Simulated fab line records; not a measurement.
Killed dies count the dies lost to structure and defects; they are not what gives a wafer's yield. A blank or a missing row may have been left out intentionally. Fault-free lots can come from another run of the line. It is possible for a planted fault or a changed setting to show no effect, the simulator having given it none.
fab line records | flow n5_finfet | part 1 of 2: steps 1 to 22 of 26
record: lots: 5 wafers: 15 last_day: 16
route steps=1938 shown GATE_CUT@473
lots untouched by any fault: they come from a run of this same line in which no faults occurred
start_h: hours from the record's first day to the start of the lot's first wafer shown | wait_h: hours from the lot's prior step to this one | " unchanged from the row above | L1.1+2: one row covering several wafers at once | - no value, or no start given | * or withheld: withheld | < > ~ a bound
route shown NAME@n: a module of which the file shows steps, and the number in the route of the first | usual: average and standard deviation across the fault-free wafers | same: alike in all rows | chamber/n: place in a boat | sites: each site's reading | _std_site: the values' standard deviation | _edge_site: outer sites' mean less inner sites' | radius_mm: how far each site lies from the wafer's centre | mask NAME#n: copy n | behind: tool/chamber where the wafer was last shaped | hold: why the lot went on hold/how many hours it stayed there/how the hold came to an end | device: which transistor (n, p or np) failed to switch | end of line: tests run on the same wafers once the route is complete | where a step has no rows: the recipe by itself | killed: not the wafer's yield, but the dies lost to structure and defects at the first sort | map: shows each die of a wafer: x if killed, . if not, _ if none is there
set.NAME: the run value of the setting; set.NAME@STEP: its run value at that earlier step | model.NAME: the simulator's own value behind a step, which no gauge read
lots seen at some steps along the route; tables by step, rows by wafer
services: when a tool's chamber went out of use (start_h, in hours from the record's first day, below 0 if earlier), for how many hours, and the reason
== steps ==
step: N5_GATE_CUT_SAC_CAP_01
recipe: material: SiNx target_thk_a: 240 temp_c: 400 ald_precursor_family: SiH2I2 ald_co_reactant: N2/H2-plasma pulse_time_s: 1 ald_cycles: 480 purge_time_s: 2 co_reactant_purge_time_s: 2 pressure_torr: 2
usual: heater_power_outer_w: 498/58 heater_power_w: 829/90 precursor_pulse_height_rel: 0.998/0.02
same: pulse_time_s: 1
columns lot.wafer tool chamber start_h wait_h heater_power_outer_w heater_power_w precursor_pulse_height_rel
L075.4 ald_sin-03 0 85.95 0.1 497 876 0.994
L075.5 " 3 87.03 1.2 492 805 0.999
L075.6 " 2 " " 639 985 1.004
L081.3 ald_sin-01 3 124.22 0.0 435 703 0.999
L081.4 " 2 " " 473 820 0.960
L081.5 " 1 125.31 1.1 418 732 0.959
L089.1 ald_sin-01 1 170.50 0.0 423 707 0.978
L089.4 " 3 " " 440 727 0.996
L089.5 " 3 171.59 1.1 415 688 1.022
L091.2 ald_sin-01 3 182.01 0.0 431 726 0.994
L091.3 " 0 " " 531 928 1.008
L091.6 " 2 183.09 1.1 482 820 0.987
L092.4 ald_sin-01 1 188.11 0.7 439 710 0.997
L092.5 " 1 189.20 1.8 433 739 1.005
L092.6 " 2 " " 483 832 0.996
step: N5_GATE_CUT_PECVD_57
recipe: material: SiNx target_thk_a: 210 temp_c: 400 precursor: SiH4/NH3/N2 pressure_torr: 1.5 rf_w: 300
usual: heater_power_outer_w: 467/73 heater_power_w: 775/110 showerhead_plenum_p_Torr: 5.08/0.053 showerhead_vpp_V: 1072/37 throttle_valve_pct: 39.8/2.5
columns lot.wafer tool chamber start_h wait_h heater_power_outer_w heater_power_w showerhead_plenum_p_Torr showerhead_vpp_V throttle_valve_pct
L075.4 pecvd-01 2 88.16 1.1 486 773 5.18 1070 35.1
L075.5 " 1 " " 353 583 5.03 1060 38.9
L075.6 " 0 " " 441 695 5.07 1154 42.2
L081.3 pecvd-04 1 126.44 1.1 485 874 5.09 1047 38.5
L081.4 " 2 " " 533 860 5.04 1013 38.6
L081.5 " 1 " " 494 867 5.09 1057 38.3
L089.1 pecvd-04 2 172.70 1.1 632 994 5.02 1009 38.7
L089.4 " 2 " " 628 995 5.02 1022 38.7
L089.5 " 1 " " 500 871 5.09 1045 38.2
L091.2 pecvd-04 0 184.20 1.1 506 796 5.17 1132 40.2
L091.3 " 2 " " 561 902 5.03 1034 38.9
L091.6 " 1 " " 479 872 5.10 1054 38.7
L092.4 pecvd-01 1 190.33 1.1 359 589 5.04 1056 39.1
L092.5 " 2 " " 516 806 5.18 1070 35.3
L092.6 " 0 " " 451 721 5.06 1146 42.0
step: N5_GATE_CUT_CMP_02
recipe: stop_on: SiO2 t_overpolish_s: 12.7 post_cmp_clean: alkaline_brush down_force_psi: 2.5 platen_rpm: 51.8 pad_velocity_m_s: 1.0307 target_thk_nm: 0
usual: motor_current_A: 9.0/1 overpolish_run_s: 12.701/0.0088 slurry_filter_dp_kPa: 13.53/0.13 time_to_endpoint_s: 25.5/2
columns lot.wafer tool chamber start_h wait_h motor_current_A overpolish_run_s slurry_filter_dp_kPa time_to_endpoint_s
L075.4 cmp-01 3 88.25 0.1 7.8 12.712 13.59 26.0
L075.5 " 2 " " 9.9 12.698 13.61 22.5
L075.6 " 3 " " 7.5 12.714 13.81 23.9
L081.4 cmp-04 2 126.55 0.1 9.6 12.692 13.65 23.8
L081.3 " 0 " " 8.2 12.714 13.77 25.3
L081.5 " 1 " " 9.8 12.680 13.63 25.8
L089.1 cmp-01 0 172.77 0.1 10.1 12.692 13.45 24.2
L089.4 " 1 " " 10.1 12.698 13.61 23.1
L089.5 " 1 " " 8.7 12.715 13.71 22.6
L091.3 cmp-03 3 184.33 0.1 8.6 12.714 13.57 26.9
L091.2 " 2 " " 9.3 12.714 13.44 21.7
L091.6 " 3 " " 8.6 12.678 13.59 25.6
L092.4 cmp-01 2 190.38 0.0 10.0 12.692 13.49 25.6
L092.6 " 2 " " 9.1 12.687 13.57 27.9
L092.5 " 3 " " 7.8 12.693 13.70 26.6
step: N5_GATE_CUT_HM_DEP_46
recipe: material: SiO2 target_thk_a: 1300 temp_c: 400 precursor: TEOS/O2 pressure_torr: 6.5 rf_w: 900 teos_flow_sccm: 161.4 gas: O2 flow_sccm: 2650 time_s: 26.6
usual: heater_power_outer_w: 286/77 heater_power_w: 519/110 showerhead_plenum_p_Torr: 8.32/0.031 showerhead_vpp_V: 1876/69 throttle_valve_pct: 18.6/1.3
columns lot.wafer tool chamber start_h wait_h heater_power_outer_w heater_power_w showerhead_plenum_p_Torr showerhead_vpp_V throttle_valve_pct
L075.4 pecvd-04 2 88.57 0.1 465 781 8.28 1787 18.1
L075.5 " 1 " " 374 740 8.33 1814 18.1
L075.6 " 0 " " 366 625 8.35 1977 18.4
L081.3 pecvd-01 0 126.84 0.0 215 410 8.30 1964 20.0
L081.4 " 0 " " 226 419 8.30 2021 19.8
L081.5 " 1 " " 147 317 8.30 1886 18.2
L089.1 pecvd-03 0 173.10 0.0 263 530 8.30 1860 20.5
L089.4 " 2 " " 251 486 8.30 1855 17.6
L089.5 " 1 " " 294 502 8.31 1793 20.4
L091.2 pecvd-01 1 184.66 0.0 139 311 8.27 1849 18.5
L091.3 " 2 " " 300 517 8.37 1844 16.4
L091.6 " 2 " " 309 532 8.36 1854 16.8
L092.4 pecvd-04 2 190.73 0.1 447 764 8.29 1766 17.9
L092.5 " 0 " " 392 649 8.36 1919 18.8
L092.6 " 1 " " 329 663 8.33 1817 17.9
step: N5_GATE_CUT_COAT_34
recipe: resist: SOC temp_c: 250 time_s: 60 spin_rpm: 1500 resist_thk_nm: 60
columns lot.wafer tool chamber start_h wait_h
L075.4+5+6 litho_track-05 0 88.61 0.0
L081.3+4+5 litho_track-01 0 126.91 0.0
L089.1+4+5 litho_track-01 0 173.17 0.0
L091.2+3+6 litho_track-02 0 184.73 0.0
L092.4+5+6 litho_track-01 0 190.78 0.0
step: N5_GATE_CUT_COAT_35
recipe: resist: SiARC temp_c: 220 time_s: 60 spin_rpm: 1500 resist_thk_nm: 10
columns lot.wafer tool chamber start_h wait_h
L075.4+5+6 litho_track-05 0 - -
L081.3+4+5 litho_track-01 0 - -
L089.1+4+5 litho_track-01 0 - -
L091.2+3+6 litho_track-02 0 - -
L092.4+5+6 litho_track-01 0 - -
step: N5_GATE_CUT_COAT_27
recipe: resist: underlayer temp_c: 205 time_s: 60 spin_rpm: 1500 resist_thk_nm: 10
columns lot.wafer tool chamber start_h wait_h
L075.4+5+6 litho_track-05 0 - -
L081.3+4+5 litho_track-01 0 - -
L089.1+4+5 litho_track-01 0 - -
L091.2+3+6 litho_track-02 0 - -
L092.4+5+6 litho_track-01 0 - -
step: N5_GATE_CUT_COAT_07
recipe: resist: CAR-EUV spin_rpm: 1500 resist_thk_nm: 30
columns lot.wafer tool chamber start_h wait_h
L075.4+5+6 litho_track-05 0 - -
L081.3+4+5 litho_track-01 0 - -
L089.1+4+5 litho_track-01 0 - -
L091.2+3+6 litho_track-02 0 - -
L092.4+5+6 litho_track-01 0 - -
step: N5_GATE_CUT_EBR_09
recipe: solvent: PGMEA ebr_width_mm: 1.5
columns lot.wafer tool chamber start_h wait_h
L075.4+5+6 litho_track-05 0 - -
L081.3+4+5 litho_track-01 0 - -
L089.1+4+5 litho_track-01 0 - -
L091.2+3+6 litho_track-02 0 - -
L092.4+5+6 litho_track-01 0 - -
step: N5_GATE_CUT_SOFTBAKE_08
recipe: temp_c: 110 time_s: 60 resist: CAR-EUV
columns lot.wafer tool chamber start_h wait_h
L075.4+5+6 litho_track-05 0 - -
L081.3+4+5 litho_track-01 0 - -
L089.1+4+5 litho_track-01 0 - -
L091.2+3+6 litho_track-02 0 - -
L092.4+5+6 litho_track-01 0 - -
step: N5_GATE_CUT_EXPOSE_10
recipe: mask_id: GATE_CUT na: 0.33 source_shape: annular sigma_inner: 0.35 sigma_outer: 0.8 polarization: unpolarized target_cd_nm: 20 dose_mj: 43.25
usual: exposure_dose_mJ_cm2: 43.18/0.047
same: na: 0.33
columns lot.wafer tool chamber start_h wait_h mask exposure_dose_mJ_cm2
L075.4 euv_scanner-02 0 88.92 - GATE_CUT#0 43.21
L075.5 " 0 " " GATE_CUT#0 43.17
L075.6 " 0 " " GATE_CUT#0 43.21
L081.3 euv_scanner-01 0 127.18 - GATE_CUT#0 43.27
L081.4 " 0 " " GATE_CUT#0 43.31
L081.5 " 0 " " GATE_CUT#0 43.31
L089.1 euv_scanner-02 0 173.31 - GATE_CUT#0 43.07
L089.4 " 0 " " GATE_CUT#0 43.11
L089.5 " 0 " " GATE_CUT#0 43.15
L091.2 euv_scanner-01 0 184.87 - GATE_CUT#0 43.26
L091.3 " 0 " " GATE_CUT#0 43.25
L091.6 " 0 " " GATE_CUT#0 43.24
L092.4 euv_scanner-01 0 190.94 - GATE_CUT#0 43.21
L092.5 " 0 " " GATE_CUT#0 43.22
L092.6 " 0 " " GATE_CUT#0 43.21
step: N5_GATE_CUT_PEB_11
recipe: peb_temp_c: 100 peb_time_s: 60 resist: CAR-EUV
columns lot.wafer tool chamber start_h wait_h
L075.4+5+6 litho_track-02 0 88.97 0.0
L081.3+4+5 litho_track-01 0 127.24 0.0
L089.1+4+5 litho_track-05 0 173.37 0.1
L091.2+3+6 litho_track-01 0 184.93 0.1
L092.4+5+6 litho_track-05 0 190.98 0.0
step: N5_GATE_CUT_DEVELOP_12
recipe: develop_time_s: 30 developer: TMAH resist: CAR-EUV rinse_liquid: surfactant_rinse dry: air_spin dev_temp_c: 23
columns lot.wafer tool chamber start_h wait_h
L075.4+5+6 litho_track-02 0 - -
L081.3+4+5 litho_track-01 0 - -
L089.1+4+5 litho_track-05 0 - -
L091.2+3+6 litho_track-01 0 - -
L092.4+5+6 litho_track-05 0 - -
step: N5_GATE_CUT_CD_MEAS_13
recipe: target_cd_nm: 20 landing_energy_ev: 500 detector: se_inlens
usual: cd_nm: 20.02/0.28
columns lot.wafer tool chamber start_h wait_h cd_nm
L075.4 cd_sem-01 0 89.04 - 19.78
L075.5 " 0 " " 19.52
L075.6 " 0 " " 19.61
L081.3 cd_sem-01 0 127.30 - 20.04
L081.4 " 0 " " 20.09
L081.5 " 0 " " 20.01
L089.1 cd_sem-02 0 173.44 - 20.25
L089.4 " 0 " " 20.27
L089.5 " 0 " " 20.50
L091.2 cd_sem-01 0 185.00 - 19.97
L091.3 " 0 " " 19.69
L091.6 " 0 " " 19.69
L092.4 cd_sem-03 0 191.05 - 20.63
L092.5 " 0 " " 20.00
L092.6 " 0 " " 20.36
step: N5_GATE_CUT_OVL_MEAS_14
recipe: points_per_wafer: 522
usual: GATE_CUT_OVL: -0.3/0.58
columns lot.wafer tool chamber start_h wait_h GATE_CUT_OVL[nm]
L075.4 overlay-02 0 89.08 0.0 0.0
L075.5 " 0 " " -0.2
L075.6 " 0 " " -0.2
L081.3 overlay-02 0 127.35 0.0 0.0
L081.4 " 0 " " 1.2
L081.5 " 0 " " -0.8
L089.1 overlay-01 0 173.47 0.0 0.4
L089.4 " 0 " " 0.8
L089.5 " 0 " " 0.0
L091.2 overlay-02 0 185.03 0.0 -1.5
L091.3 " 0 " " -0.7
L091.6 " 0 " " -0.8
L092.4 overlay-01 0 191.09 0.0 -0.1
L092.5 " 0 " " 0.2
L092.6 " 0 " " 0.3
step: N5_GATE_CUT_INSPECT_15
recipe: mode: adi inspect_instrument: brightfield
usual: raw_defect_count: 128/42
columns lot.wafer tool chamber start_h wait_h raw_defect_count
L075.4 defect_inspect-01 - 89.13 0.0 176
L075.5 " - " " 131
L075.6 " - " " 72
L081.3 defect_inspect-01 - 127.40 0.0 102
L081.4 " - " " 75
L081.5 " - " " 87
L089.1 defect_inspect-01 - 173.53 0.1 167
L089.4 " - " " 117
L089.5 " - " " 92
L091.2 defect_inspect-01 - 185.08 0.0 160
L091.3 " - " " 212
L091.6 " - " " 144
L092.4 defect_inspect-01 - 191.14 0.0 83
L092.5 " - " " 85
L092.6 " - " " 116
step: N5_GATE_CUT_DESCUM_18
recipe: chemistry: O2 time_s: 7 source_power_w: 50 bias_power_w: 20 pressure_mtorr: 20 rf_frequency_hz: 2.712e+07 temp_c: 40 resist: CAR-EUV o2_flow_sccm: 225
usual: drypump_motor_current_A: 5.9/0.32 oes_product_au: 0.79/0.088 rf_vpp_V: 243.6/1 showerhead_plenum_p_Torr: 2.12/0.038 throttle_valve_pct: 20.41/0.21
columns lot.wafer tool chamber start_h wait_h drypump_motor_current_A oes_product_au rf_hours_counter_h rf_vpp_V showerhead_plenum_p_Torr throttle_valve_pct
L075.4 rie_diel-05 2 89.16 0.0 5.5 0.86 38 242.8 2.14 20.34
L075.5 " 1 " " 5.9 0.93 - 242.2 2.14 20.00
L075.6 " 2 " " 5.5 0.85 - 244.4 2.14 20.34
L081.3 rie_diel-01 1 127.43 0.0 5.9 0.69 214 242.5 2.06 20.36
L081.4 " 0 " " 6.3 0.67 233 245.0 2.16 20.33
L081.5 " 3 " " 5.8 0.80 - 241.3 2.02 20.63
L089.1 rie_diel-02 1 173.56 0.0 6.4 0.74 171 242.9 2.08 20.63
L089.4 " 2 " " 6.3 0.99 3 245.7 2.14 20.44
L089.5 " 1 " " 6.4 0.74 - 244.2 2.08 20.64
L091.2 rie_diel-02 1 185.12 0.0 6.4 0.74 176 243.1 2.08 20.64
L091.3 " 3 " " 5.7 0.74 150 243.3 2.09 20.19
L091.6 " 3 " " 5.7 0.74 - 245.1 2.09 20.19
L092.4 rie_diel-02 1 191.42 0.3 6.4 0.73 - 243.7 2.08 20.66
L092.5 " 2 " " 6.3 0.96 - 242.8 2.14 20.42
L092.6 " 0 " " 5.5 0.80 - 243.0 2.11 20.34
step: N5_GATE_CUT_ETCH_28
recipe: chemistry: N2/H2 target: underlayer target_depth_a: 130 mask_material: CAR-EUV time_s: 10.4 ion_energy_ev: 200 pressure_mtorr: 30 source_w: 840 bias_w: 150 n2_flow_sccm: 200 h2_flow_sccm: 200 ends: cleared
usual: drypump_motor_current_A: 5.9/0.33 etch_rf_on_time_s: 10.29/0.21 n2_flow_sccm: 200.0/0.58 oes_product_au: 0.68/0.077 rf_vpp_V: 524.7/1.4 showerhead_plenum_p_Torr: 2.58/0.042 throttle_valve_pct: 17.84/0.23
columns lot.wafer tool chamber start_h wait_h drypump_motor_current_A etch_rf_on_time_s n2_flow_sccm oes_product_au rf_hours_counter_h rf_vpp_V showerhead_plenum_p_Torr throttle_valve_pct
L075.4 rie_diel-05 2 89.19 0.0 5.5 10.32 200.3 0.73 38 526.0 2.59 17.70
L075.5 " 1 " " 5.9 10.22 200.2 0.80 - 525.0 2.59 17.35
L075.6 " 2 " " 5.5 10.20 200.2 0.74 - 524.4 2.60 17.72
L081.3 rie_diel-01 1 127.47 0.0 5.9 10.47 199.9 0.60 214 524.2 2.52 17.80
L081.4 " 0 " " 6.4 10.52 200.4 0.58 233 525.1 2.61 17.71
L081.5 " 3 " " 5.8 10.34 198.9 0.70 - 521.3 2.46 18.08
L089.1 rie_diel-02 1 173.60 0.0 6.4 10.06 200.1 0.63 171 523.3 2.54 18.20
L089.4 " 2 " " 6.3 9.88 200.3 0.85 3 525.7 2.60 17.74
L089.5 " 1 " " 6.4 10.06 200.4 0.65 - 522.9 2.54 18.19
L091.2 rie_diel-02 1 185.15 0.0 6.3 10.23 199.8 0.63 176 522.6 2.53 18.23
L091.3 " 3 " " 5.7 10.31 199.8 0.64 150 524.4 2.54 17.66
L091.6 " 3 " " 5.7 10.35 200.0 0.64 - 523.7 2.54 17.67
L092.4 rie_diel-02 1 191.45 0.0 6.4 10.12 201.0 0.63 - 522.7 2.53 18.21
L092.5 " 2 " " 6.3 9.88 201.4 0.83 - 525.9 2.60 17.73
L092.6 " 0 " " 5.4 10.18 200.4 0.69 - 524.8 2.58 17.81
step: N5_GATE_CUT_ETCH_36
recipe: chemistry: CF4 target: SiARC target_depth_a: 130 mask_material: CAR-EUV time_s: 21.7 ion_energy_ev: 80 pressure_mtorr: 40 source_w: 545 bias_w: 36 Ar_flow_sccm: 100 cf4_flow_sccm: 100 ends: cleared
usual: cf4_flow_sccm: 100.0/0.31 drypump_motor_current_A: 5.9/0.33 etch_rf_on_time_s: 21.4/0.41 oes_product_au: 0.68/0.078 rf_vpp_V: 184.3/0.91 showerhead_plenum_p_Torr: 2.17/0.033 throttle_valve_pct: 15.59/0.21
columns lot.wafer tool chamber start_h wait_h cf4_flow_sccm drypump_motor_current_A etch_rf_on_time_s oes_product_au rf_hours_counter_h rf_vpp_V showerhead_plenum_p_Torr throttle_valve_pct
L075.4 rie_diel-05 2 89.21 0.0 99.7 5.5 21.7 0.73 38 184.3 2.17 15.39
L075.5 " 1 " " 99.9 5.9 21.5 0.80 - 186.2 2.19 15.19
L075.6 " 2 " " 100.1 5.5 21.7 0.73 - 184.9 2.17 15.38
L081.3 rie_diel-01 1 127.49 0.0 100.3 5.9 22.0 0.59 214 183.8 2.12 15.69
L081.4 " 0 " " 100.0 6.3 22.1 0.59 233 182.7 2.20 15.59
L081.5 " 3 " " 99.7 5.8 21.7 0.68 - 183.1 2.08 15.79
L089.1 rie_diel-02 1 173.62 0.0 99.8 6.4 21.3 0.63 171 184.4 2.14 15.87
L089.4 " 2 " " 99.9 6.3 20.7 0.85 3 183.9 2.19 15.57
L089.5 " 1 " " 99.7 6.4 21.3 0.63 - 183.7 2.14 15.87
L091.2 rie_diel-02 1 185.17 0.0 99.3 6.4 21.2 0.63 176 183.3 2.14 15.87
L091.3 " 3 " " 100.2 5.7 21.7 0.63 150 184.2 2.15 15.45
L091.6 " 3 " " 100.2 5.6 21.6 0.63 - 183.1 2.15 15.42
L092.4 rie_diel-02 1 191.47 0.0 99.6 6.3 21.0 0.63 - 183.9 2.13 15.87
L092.5 " 2 " " 100.0 6.3 20.5 0.83 - 183.5 2.19 15.56
L092.6 " 0 " " 100.4 5.5 21.1 0.69 - 184.2 2.17 15.56
step: N5_GATE_CUT_ETCH_37
recipe: chemistry: N2/H2 target: SOC target_depth_a: 600 overetch_a: 120 mask_material: SiARC temp_c: 40 time_s: 90 ion_energy_ev: 200 pressure_mtorr: 30 source_w: 840 bias_w: 150 n2_flow_sccm: 200 h2_flow_sccm: 200
usual: drypump_motor_current_A: 5.9/0.32 n2_flow_sccm: 200.0/0.6 oes_product_au: 0.71/0.074 rf_vpp_V: 524.8/1.4 showerhead_plenum_p_Torr: 2.58/0.042 throttle_valve_pct: 17.81/0.23
columns lot.wafer tool chamber start_h wait_h drypump_motor_current_A n2_flow_sccm oes_product_au rf_hours_counter_h rf_vpp_V showerhead_plenum_p_Torr throttle_valve_pct
L075.4 rie_diel-05 2 89.24 0.0 5.5 200.2 0.76 38 526.3 2.60 17.70
L075.5 " 1 " " 5.9 200.4 0.83 - 526.1 2.59 17.33
L075.6 " 2 " " 5.5 200.8 0.76 - 524.1 2.60 17.68
L081.3 rie_diel-01 1 127.51 0.0 5.9 200.2 0.63 214 524.8 2.52 17.80
L081.4 " 0 " " 6.4 201.3 0.61 233 526.0 2.61 17.68
L081.5 " 3 " " 5.8 200.4 0.72 - 522.1 2.46 18.07
L089.1 rie_diel-02 1 173.64 0.0 6.3 200.8 0.65 171 523.7 2.54 18.18
L089.4 " 2 " " 6.3 198.9 0.87 3 526.5 2.60 17.68
L089.5 " 1 " " 6.3 200.3 0.66 - 523.7 2.54 18.18
L091.2 rie_diel-02 1 185.20 0.0 6.4 199.2 0.66 176 524.2 2.53 18.18
L091.3 " 3 " " 5.6 199.4 0.66 150 523.4 2.54 17.61
L091.6 " 3 " " 5.6 198.5 0.67 - 524.7 2.54 17.62
L092.4 rie_diel-02 1 191.52 0.0 6.4 200.7 0.65 - 522.6 2.53 18.17
L092.5 " 2 " " 6.3 200.6 0.83 - 524.3 2.59 17.70
L092.6 " 0 " " 5.5 200.5 0.72 - 523.1 2.58 17.80
step: N5_GATE_CUT_STRIP_38
recipe: chemistry: N2/H2 temp_c: 40 n2_flow_sccm: 200 h2_flow_sccm: 200 rf_frequency_hz: 6e+07
columns lot.wafer tool chamber start_h wait_h
L075.4+5+6 rie_diel-05 2,1,2 89.30 0.0
L081.3+4+5 rie_diel-01 1,0,3 127.58 0.0
L089.1+4+5 rie_diel-02 1,2,1 173.71 0.0
L091.2+3+6 rie_diel-02 1,3,3 185.26 0.0
L092.4+5+6 rie_diel-02 1,2,0 191.55 0.0
step: N5_GATE_CUT_STRIP_39
recipe: chemistry: N2/H2 temp_c: 40 n2_flow_sccm: 200 h2_flow_sccm: 200 rf_frequency_hz: 6e+07
columns lot.wafer tool chamber start_h wait_h
L075.4+5+6 rie_diel-05 2,1,2 89.31 0.0
L081.3+4+5 rie_diel-01 1,0,3 127.59 0.0
L089.1+4+5 rie_diel-02 1,2,1 173.72 0.0
L091.2+3+6 rie_diel-02 1,3,3 185.27 0.0
L092.4+5+6 rie_diel-02 1,2,0 191.56 0.0
